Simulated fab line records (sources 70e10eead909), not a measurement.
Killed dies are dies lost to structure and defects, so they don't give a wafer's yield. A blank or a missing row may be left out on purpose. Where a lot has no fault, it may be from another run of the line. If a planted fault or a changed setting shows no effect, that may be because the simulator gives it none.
Which tool was responsible?	flow nand_harc	33 wafers from 11 lots sampled at 6 of the route's 1302 steps

WHAT EACH GAUGE READ, for each wafer
NHARC_P_M2_THK_MEAS_24: measures by xrf. Usual: thk_nm reads 144.2 nm (standard deviation 1.6).
lot	measured	on	thk_nm (nm)	flag
L646	day 6 16:31	film_metro-01	142.3 142.2 142.6	
L647	day 7 19:43	film_metro-01	143.2 142.2 144.2	
L649	day 8 07:04	film_metro-02	147.0 144.7 143.1	
L651	day 8 21:13	film_metro-02	142.5 142.8 144.6	
L654	day 10 04:55	film_metro-01	145.6 146.5 143.7	
L658	day 11 22:51	film_metro-01	144.7 142.4 146.0	
L659	day 12 13:00	film_metro-01	142.7 141.5 143.5	
L662	day 13 16:05	film_metro-02	398.9 399.0 398.9	OFF
L663	day 13 22:56	film_metro-02	396.9 397.9 398.4	OFF
L664	day 14 10:28	film_metro-02	144.6 143.6 145.8	
L668	day 15 22:49	film_metro-01	144.8 144.2 146.7	

NHARC_P_M2_INSPECT_27. Usual: raw_defect_count reads 339 (standard deviation 120).
lot	measured	on	raw_defect_count	flag
L646	day 6 16:41	defect_inspect-02	262 400 207	
L647	day 7 19:53	defect_inspect-01	630 337 453	
L649	day 8 07:14	defect_inspect-01	243 240 258	
L651	day 8 21:24	defect_inspect-02	272 322 279	
L654	day 10 05:04	defect_inspect-02	263 279 272	
L658	day 11 23:01	defect_inspect-02	435 484 594	
L659	day 12 13:09	defect_inspect-02	406 235 389	
L662	day 13 16:14	defect_inspect-01	175 250 156	
L663	day 13 23:06	defect_inspect-01	309 326 488	
L664	day 14 10:37	defect_inspect-02	337 217 315	
L668	day 15 22:59	defect_inspect-01	542 372 378	

NHARC_P_BONDPAD_THK_MEAS_33: measures by ellipsometry. Usual: thk_nm reads 200.1 nm (standard deviation 1.4).
lot	measured	on	thk_nm (nm)	flag
L646	day 6 17:54	film_metro-02	199.5 199.8 201.7	
L647	day 7 21:07	film_metro-02	201.3 201.9 201.6	
L649	day 8 08:30	film_metro-02	199.7 200.4 199.0	
L651	day 8 22:35	film_metro-01	204.1 200.6 200.9	
L654	day 10 06:32	film_metro-01	199.6 199.4 197.8	
L658	day 12 00:13	film_metro-02	201.1 202.6 199.9	
L659	day 12 14:26	film_metro-01	201.0 200.2 200.0	
L664	day 14 11:49	film_metro-01	200.9 200.2 199.9	
L668	day 16 00:13	film_metro-02	200.4 198.9 201.1	

NHARC_END_SORT_01. Usual: defect_limited_yield 91.6 %, standard deviation 2.6; killed_at_array 51, standard deviation 17; killed_at_other 1.6, standard deviation 2.1; killed_at_periphery 4, standard deviation 3.2; killed_dies 57, standard deviation 18; killed_open 2.9, standard deviation 1.7; killed_short 2.3, standard deviation 1.3; sort_bin_2_pct 3.0 %, standard deviation 1.2; sort_bin_3_pct 0.7 %, standard deviation 0.43; sort_bin_4_pct 4.7 %, standard deviation 1.4; sort_n_pass 620, standard deviation 18; sort_rim_yield_pct 87 %, standard deviation 4.8; sort_yield_pct 91.6 %, standard deviation 2.6.
lot	measured	on	defect_limited_yield (%)	killed_at_array	killed_at_other	killed_at_periphery	killed_dies	killed_open	killed_short	sort_bin_2_pct (%)	sort_bin_3_pct (%)	sort_bin_4_pct (%)	sort_n_pass	sort_rim_yield_pct (%)	sort_yield_pct (%)	flag
L662	day 30 10:44	prober-02	0 0 0	54 49 39	0 0 0	623 628 638	677 677 677	3 4 3	2 1 1	94.5 94.4 96.0	1.2 0.6 0.1	4.3 5.0 3.8	0 0 0	0 0 0	0 0 0	OFF
L663	day 31 12:51	prober-02	0 0	47 46	0 0	630 631	677 677	2 4	4 3	95.0 94.4	0.6 0.7	4.4 4.9	0 0	0 0	0 0	OFF

EACH LOT AND THE TOOL THAT RAN IT (in order: tool; ch and the chambers of the sampled wafers; start)
lot	NHARC_P_M2_STRIP_18	NHARC_P_M2_CMP_23
L646	rie_diel-07 ch 0,1,2, day 6 14:26	cmp-01 ch 0,1,3, day 6 16:14
L647	rie_diel-07 ch 1,2, day 7 17:40	cmp-01 ch 0,3, day 7 19:24
L649	rie_diel-02 ch 1,2,3, day 8 05:04	cmp-01 ch 1,2, day 8 06:45
L651	rie_diel-02 ch 0,1,2, day 8 19:10	cmp-01 ch 0,1, day 8 20:54
L654	rie_diel-07 ch 0,1, day 10 02:50	cmp-01 ch 1,2, day 10 04:35
L658	rie_diel-02 ch 0,1,3, day 11 20:52	cmp-01 ch 0,1, day 11 22:34
L659	rie_diel-02 ch 0,1,2, day 12 11:00	cmp-01 ch 1,2, day 12 12:43
L662	rie_diel-02 ch 0,2,3, day 13 14:04	cmp-01 ch 0,1,2, day 13 15:48
L663	rie_diel-05 ch 1,2,3, day 13 20:58	cmp-01 ch 0,1,3, day 13 22:41
L664	rie_diel-02 ch 2,3, day 14 08:28	cmp-01 ch 0,3, day 14 10:09
L668	rie_diel-07 ch 0,2,3, day 15 20:51	cmp-03 ch 0,3, day 15 22:32
- NHARC_P_M2_STRIP_18: strips in N2/H2.
- NHARC_P_M2_CMP_23: polishes, t overpolish 20 s, target thk 144.3 nm.

AS READ BY THE TOOLS THEMSELVES (means over the sampled wafers that have a number; for cases with no such wafer, the mark the record gives instead)
NHARC_P_M2_STRIP_18. Usual: drypump_motor_current_A 5.8 A, standard deviation 0.59; oes_product_au 1.003 a.u., standard deviation 0.0073; rf_fwd_power_W 997 W, standard deviation 3.5; rf_vpp_V 90.9 V, standard deviation 0.83; showerhead_plenum_p_Torr 2.08 Torr, standard deviation 0.087; throttle_valve_pct 14.169 %, standard deviation 0.009.
lot	tool	drypump_motor_current_A (A)	oes_product_au (a.u.)	rf_fwd_power_W (W)	rf_vpp_V (V)	showerhead_plenum_p_Torr (Torr)	throttle_valve_pct (%)	flag
L646	rie_diel-07	5.5	1.001	997	91.5	2.08	14.171	
L647	rie_diel-07	5.8	1.001	999	90.4	2.05	14.166	
L649	rie_diel-02	6.0	1.006	998	90.6	2.06	14.165	
L651	rie_diel-02	5.9	1.002	997	91.2	2.07	14.162	
L654	rie_diel-07	5.8	0.999	998	91.4	2.03	14.169	
L658	rie_diel-02	5.7	1.000	997	90.6	2.09	14.163	
L659	rie_diel-02	5.9	1.001	996	90.7	2.06	14.169	
L662	rie_diel-02	6.0	1.006	997	90.5	2.13	14.168	
L663	rie_diel-05	5.9	1.001	1000	90.8	2.02	14.165	
L664	rie_diel-02	6.1	0.997	1000	91.7	2.12	14.169	
L668	rie_diel-07	5.5	0.998	995	91.3	2.14	14.179	

NHARC_P_M2_CMP_23. Usual: edge_zone_pressure_frac 1.000, standard deviation 0.005; motor_current_A 12.8 A, standard deviation 0.83; time_to_endpoint_s 28.6 s, standard deviation 2.2.
lot	tool	edge_zone_pressure_frac	motor_current_A (A)	time_to_endpoint_s (s)	flag
L646	cmp-01	1.001	13.1	30.0	
L647	cmp-01	0.998	12.9	26.4	
L649	cmp-01	0.999	12.7	29.5	
L651	cmp-01	1.000	13.4	25.6	
L654	cmp-01	0.995	13.4	31.3	
L658	cmp-01	1.004	13.6	29.8	
L659	cmp-01	0.998	12.9	27.5	
L662	cmp-01	-	-	-	OFF
L663	cmp-01	-	-	-	OFF
L664	cmp-01	0.999	12.5	28.0	
L668	cmp-03	0.993	14.6	30.5	

THE ANSWER, worked out from the rows above alone
Rule: a lot counts as off when the mean over its wafers that have a number is more than 3 standard deviations away from the usual mean. A lot without any number at a reading at which 4 lots or more have one is off too. Where the step has rows for the other lots, those lots are counted as sound. First the gauges in route order, then the tools' own readings, where a lot's mean is used as printed above. The first step at which some lot is off is used, and at that step the reading that is off furthest; a lot without a number counts as furthest.
Off at NHARC_P_M2_THK_MEAS_24 (thk_nm): L662, L663.
A tool fits if, at a process step before that reading, it ran every lot that is off, and no sound lot after the first of them. Not tried: the gauges at NHARC_P_M2_THK_MEAS_24; whatever is off there is also off at NHARC_END_SORT_01, on other tools, and gauge error can't account for it. Not one of the candidates tried fits.

WHAT THE SIMULATOR PUT IN
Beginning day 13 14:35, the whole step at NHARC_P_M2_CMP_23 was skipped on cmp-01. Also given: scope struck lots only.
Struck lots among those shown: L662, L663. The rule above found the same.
